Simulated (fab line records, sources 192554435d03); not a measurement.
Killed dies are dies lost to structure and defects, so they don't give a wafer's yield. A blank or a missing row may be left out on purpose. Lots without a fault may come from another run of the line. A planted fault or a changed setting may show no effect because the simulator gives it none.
Split-lot experiment | flow n5_finfet | 7 lots, 21 wafers read, on a route of 1938 steps

THE SPLIT
At N5_BEOL_M12_ILD_DEP_00 (deposits SiOC from DEMS/O2, target thk 658.92 nm, time 130.7 s), the setting time_s was moved away from the recipe's 130.7 s on 6 of the 21 wafers read, by -14.0% to +6.6%. The other wafers ran this setting at the recipe's value.

The file shows no step between the split and the reading.

THE READING
M12_ILD_THK, in nm, at N5_BEOL_M12_THK_MEAS_01. Fault-free wafers of this fab line usually give 659 nm, standard deviation 10 nm.

wafer  | tool, chamber at the split | time_s as run, s | against the recipe | M12_ILD_THK, nm | against lot-mates on the recipe
L079.2 | pecvd-02, 2                | 136.6            | +4.5%              | 678             | +18
L079.5 | pecvd-02, 1                | 136.6            | +4.5%              | 694             | +34
L079.6 | pecvd-02, 0                | 130.7            | recipe             | 660             | -
L080.1 | pecvd-03, 1                | 130.7            | recipe             | 659             | -
L080.2 | pecvd-03, 2                | 139.3            | +6.6%              | 689             | +30
L080.3 | pecvd-03, 0                | 130.7            | recipe             | 659             | -
L082.4 | pecvd-01, 2                | 130.7            | recipe             | 651             | -
L082.5 | pecvd-01, 1                | 130.7            | recipe             | 645             | -
L082.6 | pecvd-01, 0                | 130.7            | recipe             | 664             | -
L088.1 | pecvd-01, 1                | 130.7            | recipe             | 655             | -
L088.2 | pecvd-01, 0                | 130.7            | recipe             | 669             | -
L088.5 | pecvd-01, 1                | 130.7            | recipe             | 661             | -
L090.1 | pecvd-03, 1                | 120.4            | -7.9%              | 596             | -50
L090.3 | pecvd-03, 2                | 130.7            | recipe             | 646             | -
L090.4 | pecvd-03, 2                | 120.4            | -7.9%              | 605             | -41
L094.2 | pecvd-02, 1                | 130.7            | recipe             | 660             | -
L094.3 | pecvd-02, 0                | 130.7            | recipe             | 671             | -
L094.4 | pecvd-02, 2                | 130.7            | recipe             | 675             | -
L097.1 | pecvd-02, 0                | 130.7            | recipe             | 671             | -
L097.2 | pecvd-02, 2                | 130.7            | recipe             | 663             | -
L097.4 | pecvd-02, 0                | 112.4            | -14.0%             | 588             | -79

THE FIT
A straight line over all 21 wafers: M12_ILD_THK changes by +5.83 nm for each +1% of time_s; r = +0.94; the points scatter about the line by 9.7 nm.
The same after taking each lot's own level away (the mean of its wafers on the recipe; 21 wafers): +5.56 nm for each +1%; r = +0.97; scatter 5.9 nm.
On that fit, the largest move of time_s shifts the reading by 78 nm.
The lots' own levels span 646.0 to 668.7 nm, that is 2.3 times the standard deviation above.
So the lot-to-lot level changes the slope little: the two slopes agree.
Check: with one of the wafers moved furthest among these (-14.0%) left out of the fit, the line predicts -77.7 nm for it against its lot-mates. It came out at -79 nm against them.

OTHER SPLITS ON THESE WAFERS
These wafers also went through other splits before the reading. Each is held against what the fit with the lots' levels taken away leaves over:
other split on the same wafers    | wafers away from the commonest value | r with M12_ILD_THK (lot level and that fit taken away)
N5_BEOL_M9_HM_DEP_02 target_thk_a | 7                                    | -0.24
N5_BEOL_M10_COAT_60 spin_rpm      | 5                                    | -0.04
N5_BEOL_M10_ETCH_62 time_s        | 9                                    | -0.03

THE WHOLE CHAIN: every reading that the file lists as answering this split, in the file's order
step                    | what it does                                                   | reading                                                                             | change (the file's fit)              | r (the file's)
N5_BEOL_M12_ILD_DEP_00  | deposits SiOC from DEMS/O2, target thk 658.92 nm, time 130.7 s | SiOC_of_BEOL_M12_ILD_DEP_00.thk_nm (the simulator's own value, which no gauge read) | +5.54 nm for each +1% of the setting | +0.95
N5_BEOL_M12_THK_MEAS_01 |                                                                | M12_ILD_THK                                                                         | +5.53 for each +1% of the setting    | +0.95
N5_BEOL_M12_VIA_ETCH_16 | etches SiOC in C4F8/O2/Ar, target depth 724.8 nm               | etch.depth_nm (the simulator's own value, which no gauge read)                      | +5.53 nm for each +1% of the setting | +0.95
N5_BEOL_M12_VIA_ETCH_16 | etches SiOC in C4F8/O2/Ar, target depth 724.8 nm               | coat_of_BEOL_M12_COAT_04.thk_nm (the simulator's own value, which no gauge read)    | -1.33 nm for each +1% of the setting | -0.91
N5_BEOL_M12_STRIP_63    | strips in N2/H2                                                | strip_time_to_endpoint_s                                                            | withheld for each +1% of the setting | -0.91

THE FILE'S OWN FIT
M12_ILD_THK changes by +5.53 nm for each +1% of time_s, r = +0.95.
